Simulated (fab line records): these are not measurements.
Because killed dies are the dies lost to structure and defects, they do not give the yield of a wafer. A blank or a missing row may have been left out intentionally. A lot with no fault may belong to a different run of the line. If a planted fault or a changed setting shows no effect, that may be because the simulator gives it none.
A struck lot beside a sound one    flow n5-finfet    20 out of 1938 route steps
Sound: the wafers L871.3, L871.5, L871.6. Struck: wafer L880.3. (L880.5 of the same lot was not struck and is left out.) The cause comes at the end.
Each step with rows lists, per side, the tool, then ch with its chambers, then its first start. Under that, the readings that differ: sound wafers    struck wafers    difference of the means    sigmas: that difference in standard deviations of wafers without a fault.
alike: a reading whose means differ by less than 2 such deviations, as well as words and numbers matching on both sides. not compared: withheld readings; readings where some wafer has no value; bounds like >300 that might hide an equal value; numbers whose values overlap and for which the record gives no deviation.
A row with sigmas, a row that says differs or no value, or rows on one side alone: a step with any of these is where the two part. When numbers do not overlap yet have no deviation, they are printed without sigmas and do not part them. A reading that every wafer of one side lacks parts them only if that side has two wafers or more.

first, 9 steps without rows for these wafers: N5_BEOL_M2_COAT_67 (time 60 s, resist thk 60 nm); N5_BEOL_M2_COAT_68 (time 60 s, resist thk 12 nm); N5_BEOL_M2_COAT_76 (time 60 s, resist thk 5 nm); N5_BEOL_M2_COAT_22 (resist thk 30 nm); N5_BEOL_M2_EBR_24; N5_BEOL_M2_SOFTBAKE_23 (time 60 s); N5_BEOL_M2_EXPOSE_25 (exposes mask V1, defocus 5 nm); N5_BEOL_M2_PEB_26 (peb time 60 s); N5_BEOL_M2_DEVELOP_27 (develop time 30 s).
N5_BEOL_M2_CD_MEAS_28: target cd 26.2 nm, target cd y 24.1 nm.
  sound on cd-sem-01 ch 0, day 7 13:00; struck on cd-sem-01 ch 0, day 9 19:20
  alike: cd-nm
N5_BEOL_M2_OVL_MEAS_29:
  sound on overlay-01 ch 0, day 7 13:02; struck on overlay-02 ch 0, day 9 19:22
  alike: V1_OVL
N5_BEOL_M2_INSPECT_30: inspects for defects (brightfield).
  sound on defect-inspect-02, day 7 13:05; struck on defect-inspect-01, day 9 19:25
  alike: raw-defect-count
N5_BEOL_M2_DESCUM_33: chemistry O2, time 7 s.
  sound on rie-diel-03 ch 2,3, day 7 13:07; struck on rie-diel-01 ch 3, day 9 19:27
reading                                       sound           struck  difference  sigmas
model.CAR-EUV_of_BEOL_M2_COAT_22.thk-nm (nm)  26.2 26.2 26.2  25.8    -0.4        
  alike: drypump-motor-current-A, oes-product-au, rf-vpp-V, showerhead-plenum-p-Torr, throttle-valve-pct
  not compared: rf-hours-counter-h
N5_BEOL_M2_ETCH_77: etches underlayer in N2/H2, target depth 6.5 nm, time 5.2 s.
  sound on rie-diel-03 ch 2,3, day 7 13:10; struck on rie-diel-01 ch 3, day 9 19:29
reading                sound           struck  difference  sigmas
oes-product-au (a.u.)  0.62 0.63 0.60  0.75    +0.13       +2
  alike: drypump-motor-current-A, etch-rf-on-time-s, rf-vpp-V, showerhead-plenum-p-Torr, throttle-valve-pct
  not compared: rf-hours-counter-h
N5_BEOL_M2_ETCH_69: etches SiARC in CF4, target depth 15.6 nm, time 26 s.
  sound on rie-diel-03 ch 2,3, day 7 13:10; struck on rie-diel-01 ch 3, day 9 19:30
  alike: drypump-motor-current-A, etch-rf-on-time-s, oes-product-au, rf-vpp-V, showerhead-plenum-p-Torr, throttle-valve-pct
  not compared: rf-hours-counter-h
N5_BEOL_M2_ALD_98: deposits SiO2, target thk 2.5 nm, pulse time 1 s, co reactant pulse time 1 s.
  sound on ald-sin-03 ch 1,2,3, day 7 13:45; struck on ald-sin-01 ch 0, day 9 20:14
  alike: heater-power-w, precursor-pulse-height-rel
N5_BEOL_M2_ETCHBACK_99: etches SiO2 in CHF3, target depth 5 nm, time 10.4 s.
  sound on rie-diel-01 ch 0,1,2, day 7 17:23; struck on rie-diel-03 ch 0, day 10 00:37
reading                                       sound           struck  difference  sigmas
oes-product-au (a.u.)                         0.68 0.86 0.77  0.94    +0.17       +2
model.CAR-EUV_of_BEOL_M2_COAT_22.thk-nm (nm)  10.4 10.4 10.4  10.2    -0.2        
  alike: drypump-motor-current-A, rf-vpp-V, showerhead-plenum-p-Torr, throttle-valve-pct
  not compared: rf-hours-counter-h
N5_BEOL_M2_ETCH_70: etches SOC in N2/H2, target depth 80 nm, overetch 24 nm, time 130 s.
  sound on rie-diel-01 ch 0,1,2, day 7 17:25; struck on rie-diel-03 ch 0, day 10 00:39
reading                sound           struck  difference  sigmas
oes-product-au (a.u.)  0.51 0.62 0.56  0.69    +0.13       +2
  alike: drypump-motor-current-A, rf-vpp-V, showerhead-plenum-p-Torr, throttle-valve-pct
  not compared: rf-hours-counter-h
N5_BEOL_M4_RC_MEAS_101:
  sound on prober-02 ch 0, day 8 17:28; struck on prober-02 ch 0, day 11 05:05
reading         sound           struck  difference  sigmas
IOFF_P (nA/um)  0.18 0.20 0.18  0.25    +0.06       +2
ION_P (uA/um)   455 458 445     468     +15         +2
  alike: DIBL_N, DIBL_P, IOFF_N, ION_N, SS_N, SS_P, VT_N, VT_P
-- here the record skips 5 days between the struck wafers' starts before and after, leaving off in module BEOL_M4 and picking up in module PASSIVATION (first step shown: number 1936 of the route) --
N5_PASSIVATION_PROBE_49:
  rows exist in the record for the struck wafers here (prober-02, day 15 21:21), but not for the sound ones

WHERE THEY PART
First at N5_BEOL_M2_ETCH_77; last, within this record, at N5_PASSIVATION_PROBE_49.

WHY: what had been put in by the simulator
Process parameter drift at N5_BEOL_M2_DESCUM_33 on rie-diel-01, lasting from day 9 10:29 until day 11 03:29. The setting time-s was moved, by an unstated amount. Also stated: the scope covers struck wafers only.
